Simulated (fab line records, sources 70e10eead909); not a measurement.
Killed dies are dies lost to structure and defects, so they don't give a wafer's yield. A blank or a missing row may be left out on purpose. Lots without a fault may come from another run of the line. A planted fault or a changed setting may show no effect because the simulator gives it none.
Which tool did it? | flow nand_harc | 14 lots, 38 wafers sampled, at 5 steps of a route of 1302

WHAT THE GAUGES READ, wafer by wafer
NHARC_END_SORT_01. Usual: defect_limited_yield 90.7 %, standard deviation 2.7; killed_at_array 58, standard deviation 19; killed_at_other 1.1, standard deviation 1.2; killed_at_periphery 3.8, standard deviation 2.4; killed_dies 63, standard deviation 18; killed_open 3.3, standard deviation 1.8; killed_short 2.2, standard deviation 1.6.
lot  | measured     | on        | defect_limited_yield (%) | killed_at_array | killed_at_other | killed_at_periphery | killed_dies | killed_open | killed_short | flag
L221 | day 24 10:16 | prober-01 | 93.6 93.1 92.6           | 41 46 47        | 1 0 0           | 1 1 3               | 43 47 50    | 4 1 7       | 2 3 2        |
L220 | day 24 16:04 | prober-02 | 91.7 91.1 87.6           | 52 56 83        | 0 0 1           | 4 4 0               | 56 60 84    | 3 3 1       | 2 6 3        |
L222 | day 25 02:26 | prober-01 | 91.6 91.0 92.9           | 49 53 38        | 1 2 1           | 7 6 9               | 57 61 48    | 7 3 2       | 1 1 2        |
L224 | day 25 16:38 | prober-02 | 88.8 88.8 89.4           | 71 74 68        | 1 0 0           | 4 2 4               | 76 76 72    | 3 4 4       | 2 3 3        |
L223 | day 25 15:06 | prober-01 | 92.0 90.4 92.9           | 46 61 43        | 2 1 2           | 6 3 3               | 54 65 48    | 7 4 2       | 5 1 1        |
L226 | day 26 10:38 | prober-01 | 95.0 95.9 95.0           | 31 25 34        | 1 1 0           | 2 2 0               | 34 28 34    | 6 2 1       | 5 0 4        |
L225 | day 26 10:38 | prober-02 | 85.1 84.2 84.9           | 98 104 99       | 1 1 0           | 2 2 3               | 101 107 102 | 3 4 4       | 3 2 3        |
L227 | day 26 21:21 | prober-01 | 88.9 90.8 91.6           | 73 57 52        | 0 0 0           | 2 5 5               | 75 62 57    | 3 3 2       | 1 2 0        |
L228 | day 28 02:10 | prober-02 | 89.8 92.6 89.1           | 63 45 72        | 2 2 0           | 4 3 2               | 69 50 74    | 4 5 4       | 3 2 3        |
L240 | day 32 04:50 | prober-02 | 89.5 90.3 90.0           | 64 63 66        | 1 0 0           | 6 3 2               | 71 66 68    | 2 0 2       | 6 1 1        |
L238 | day 32 18:20 | prober-01 | 88.9                     | 71              | 1               | 3                   | 75          | 4           | 5            |
L239 | day 32 11:19 | prober-01 | 94.8                     | 28              | 0               | 7                   | 35          | 2           | 2            |
L241 | day 33 03:55 | prober-02 | 89.7 89.8 90.0           | 65 63 65        | 0 1 1           | 5 5 2               | 70 69 68    | 4 4 2       | 4 4 2        |
L243 | day 34 11:07 | prober-01 | 91.0 87.7 88.9           | 53 78 71        | 0 0 0           | 8 5 4               | 61 83 75    | 3 4 3       | 3 3 5        |

WHICH TOOL RAN EACH LOT (tool, then ch and the chambers of the sampled wafers, then the start)
lot  | NHARC_A_M0_ETCH_34                 | NHARC_A_M0_PVD_20                       | NHARC_A_M0_DEP_32               | NHARC_A_M1_PEB_07
L221 | rie_diel-05 ch 1,2,3, day 22 18:55 | pvd_sputter-01, day 22 21:34 or earlier | pecvd-04 ch 0,2, day 22 21:34   | litho_track-01 ch 0, day 22 22:41
L220 | rie_diel-04 ch 0,1, day 23 01:07   | pvd_sputter-02, day 23 03:41 or earlier | pecvd-04 ch 0,2, day 23 03:41   | litho_track-01 ch 0, day 23 04:59
L222 | rie_diel-05 ch 0,1,2, day 23 09:31 | pvd_sputter-02, day 23 12:02 or earlier | pecvd-02 ch 1,2, day 23 12:02   | litho_track-01 ch 0, day 23 13:11
L224 | rie_diel-05 ch 1,2,3, day 23 23:19 | pvd_sputter-01, day 24 01:55 or earlier | pecvd-01 ch 0,1,2, day 24 01:55 | litho_track-06 ch 0, day 24 03:03
L223 | rie_diel-05 ch 0,2,3, day 24 01:20 | pvd_sputter-01, day 24 03:54 or earlier | pecvd-04 ch 1,2, day 24 03:54   | litho_track-06 ch 0, day 24 05:01
L226 | rie_diel-03 ch 0,2,3, day 24 19:54 | pvd_sputter-03, day 24 22:28 or earlier | pecvd-01 ch 0,1, day 24 22:28   | litho_track-06 ch 0, day 24 23:35
L225 | rie_diel-04 ch 0,1,2, day 24 20:57 | pvd_sputter-02, day 24 23:30 or earlier | pecvd-02 ch 0,1,2, day 24 23:30 | litho_track-06 ch 0, day 25 00:41
L227 | rie_diel-04 ch 0,2,3, day 25 06:43 | pvd_sputter-03, day 25 09:18 or earlier | pecvd-04 ch 1,2, day 25 09:18   | litho_track-06 ch 0, day 25 10:34
L228 | rie_diel-04 ch 0,1,3, day 26 09:20 | pvd_sputter-02, day 26 11:51 or earlier | pecvd-02 ch 0,1, day 26 11:51   | litho_track-06 ch 0, day 26 12:54
L240 | rie_diel-04 ch 0,2,3, day 30 11:37 | pvd_sputter-01, day 30 14:10 or earlier | pecvd-02 ch 0,1,2, day 30 14:10 | litho_track-01 ch 0, day 30 15:18
L238 | rie_diel-05 ch 0, day 30 15:27     | pvd_sputter-01, day 30 18:12 or earlier | pecvd-02 ch 2, day 30 18:12     | litho_track-06 ch 0, day 30 19:04
L239 | rie_diel-03 ch 0, day 30 19:13     | pvd_sputter-01, day 30 21:58 or earlier | pecvd-01 ch 1, day 30 21:58     | litho_track-06 ch 0, day 30 22:59
L241 | rie_diel-05 ch 0,2,3, day 31 11:08 | pvd_sputter-01, day 31 13:44 or earlier | pecvd-01 ch 1,2, day 31 13:44   | litho_track-01 ch 0, day 31 14:52
L243 | rie_diel-04 ch 0,3, day 32 18:20   | pvd_sputter-03, day 32 21:01 or earlier | pecvd-02 ch 0,1,2, day 32 21:01 | litho_track-04 ch 0, day 32 22:06
- NHARC_A_M0_ETCH_34: etches the open film in N2/H2, target depth 40 nm, overetch 12 nm, time 43.94 s.
- NHARC_A_M0_PVD_20: deposits TaN, target thk 5 nm, time 8.06 s.
- NHARC_A_M0_DEP_32: deposits SiCN, target thk 30 nm.
- NHARC_A_M1_PEB_07: peb time 65 s.

WHAT THE TOOLS THEMSELVES READ (means of the sampled wafers that have a number; where no wafer has one, the mark that the record gives instead)
NHARC_A_M0_ETCH_34. Usual: drypump_motor_current_A 5.6 A, standard deviation 0.51; oes_product_au 1.000 a.u., standard deviation 0.014; rf_vpp_V 430.5 V, standard deviation 2.3; showerhead_plenum_p_Torr 2.04 Torr, standard deviation 0.078; throttle_valve_pct 14.172 %, standard deviation 0.0095.
lot  | tool        | drypump_motor_current_A (A) | oes_product_au (a.u.) | rf_vpp_V (V) | showerhead_plenum_p_Torr (Torr) | throttle_valve_pct (%) | flag
L221 | rie_diel-05 | 5.8                         | 0.987                 | 431.6        | 2.07                            | 14.174                 |
L220 | rie_diel-04 | 6.0                         | 1.003                 | 430.1        | 2.04                            | 14.173                 |
L222 | rie_diel-05 | 5.3                         | 0.997                 | 429.8        | 2.02                            | 14.179                 |
L224 | rie_diel-05 | 5.7                         | 0.993                 | 431.5        | 2.07                            | 14.173                 |
L223 | rie_diel-05 | 5.5                         | 0.996                 | 433.5        | 2.10                            | 14.173                 |
L226 | rie_diel-03 | 5.1                         | 1.002                 | 428.8        | 1.98                            | 14.177                 |
L225 | rie_diel-04 | 6.0                         | 0.992                 | 431.8        | 2.09                            | 14.167                 |
L227 | rie_diel-04 | 5.8                         | 1.001                 | 431.5        | 2.06                            | 14.170                 |
L228 | rie_diel-04 | 6.0                         | 0.998                 | 431.6        | 2.05                            | 14.176                 |
L240 | rie_diel-04 | 5.8                         | 1.005                 | 431.4        | 2.06                            | 14.179                 |
L238 | rie_diel-05 | 5.0                         | 1.009                 | 429.2        | 2.03                            | 14.184                 |
L239 | rie_diel-03 | 5.1                         | 1.032                 | 431.1        | 2.02                            | 14.187                 |
L241 | rie_diel-05 | 5.5                         | 1.016                 | 431.6        | 2.10                            | 14.168                 |
L243 | rie_diel-04 | 5.8                         | 1.001                 | 429.7        | 2.02                            | 14.168                 |

NHARC_A_M0_PVD_20. Usual: throttle_valve_pct 29.3 %, standard deviation 1.
lot  | tool           | throttle_valve_pct (%) | flag
L221 | pvd_sputter-01 | 29.4                   |
L220 | pvd_sputter-02 | 29.3                   |
L222 | pvd_sputter-02 | 29.6                   |
L224 | pvd_sputter-01 | 28.5                   |
L223 | pvd_sputter-01 | 28.4                   |
L226 | pvd_sputter-03 | 30.4                   |
L225 | pvd_sputter-02 | 28.7                   |
L227 | pvd_sputter-03 | 29.8                   |
L228 | pvd_sputter-02 | 29.1                   |
L240 | pvd_sputter-01 | 28.3                   |
L238 | pvd_sputter-01 | 29.5                   |
L239 | pvd_sputter-01 | 29.3                   |
L241 | pvd_sputter-01 | 29.7                   |
L243 | pvd_sputter-03 | 29.6                   |

NHARC_A_M0_DEP_32. Usual: heater_power_w 622 W, standard deviation 60.
lot  | tool     | heater_power_w (W) | flag
L221 | pecvd-04 | 615                |
L220 | pecvd-04 | 660                |
L222 | pecvd-02 | 594                |
L224 | pecvd-01 | 593                |
L223 | pecvd-04 | 636                |
L226 | pecvd-01 | 579                |
L225 | pecvd-02 | 636                |
L227 | pecvd-04 | 686                |
L228 | pecvd-02 | 659                |
L240 | pecvd-02 | 618                |
L238 | pecvd-02 | 581                |
L239 | pecvd-01 | 565                |
L241 | pecvd-01 | 596                |
L243 | pecvd-02 | 655                |

NHARC_A_M1_PEB_07. Usual: exhaust_pa 45.0 Pa, standard deviation 0.94; heater_power_total_W 156.6 W, standard deviation 0.43; plate_temp_C 99.99 C, standard deviation 0.12.
lot  | tool           | exhaust_pa (Pa) | heater_power_total_W (W) | plate_temp_C (C) | flag
L221 | litho_track-01 | 43.6            | 156.7                    | 100.00           |
L220 | litho_track-01 | 44.4            | 156.1                    | 99.99            |
L222 | litho_track-01 | 46.9            | 156.4                    | 100.03           |
L224 | litho_track-06 | 44.5            | 156.7                    | 99.90            |
L223 | litho_track-06 | 45.2            | 156.8                    | 99.85            |
L226 | litho_track-06 | 44.2            | 156.6                    | 99.88            |
L225 | litho_track-06 | 43.7            | 156.4                    | 99.97            |
L227 | litho_track-06 | 45.0            | 156.8                    | 100.08           |
L228 | litho_track-06 | 45.3            | 157.1                    | 99.97            |
L240 | litho_track-01 | 46.2            | 156.9                    | 99.92            |
L238 | litho_track-06 | 45.5            | 155.6                    | 99.50            | OFF
L239 | litho_track-06 | 45.3            | 155.6                    | 99.41            | OFF
L241 | litho_track-01 | 45.2            | 156.7                    | 99.98            |
L243 | litho_track-04 | 45.1            | 156.4                    | 100.02           |

THE ANSWER, worked out from the rows above alone
Rule: a lot is off if the mean of its wafers that have a number lies more than 3 standard deviations from the usual mean. A lot without any number at a reading at which 4 lots or more have one is off too. The other lots that the step has rows for count as sound. The gauges are gone through in route order, then the tools' own readings, and for those a lot's mean is taken as printed above. The first step at which some lot is off is used, and at that step the reading that is off furthest; a lot without a number counts as furthest.
Off: L238, L239, at NHARC_A_M1_PEB_07 (plate_temp_C).
A tool fits if, at that step or a process step before it, it ran every lot that is off, and no sound lot after the first of them. NHARC_A_M0_PVD_20 gives no start for some lots, so the hours and the order of its lots are those of NHARC_A_M0_DEP_32. One fits: litho_track-06 at NHARC_A_M1_PEB_07. Its last sound lot is L228 (day 26 12:54), its first lot that is off L238 (day 30 19:04): a fault that began between those two fits.
The tool's own readings at NHARC_A_M1_PEB_07 bear it out: on the lots that are off they differ by more than 5 times the standard deviation of the sound lots' means. plate_temp_C reads 99.45 C there against 99.97 C on the sound lots.

WHAT THE SIMULATOR HAD PUT IN
Process parameter drift: litho_track-06, from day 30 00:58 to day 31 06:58, at NHARC_A_M1_PEB_07. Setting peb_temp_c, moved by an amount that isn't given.
Lots struck among those shown: L239, L238. The rule above found the same.
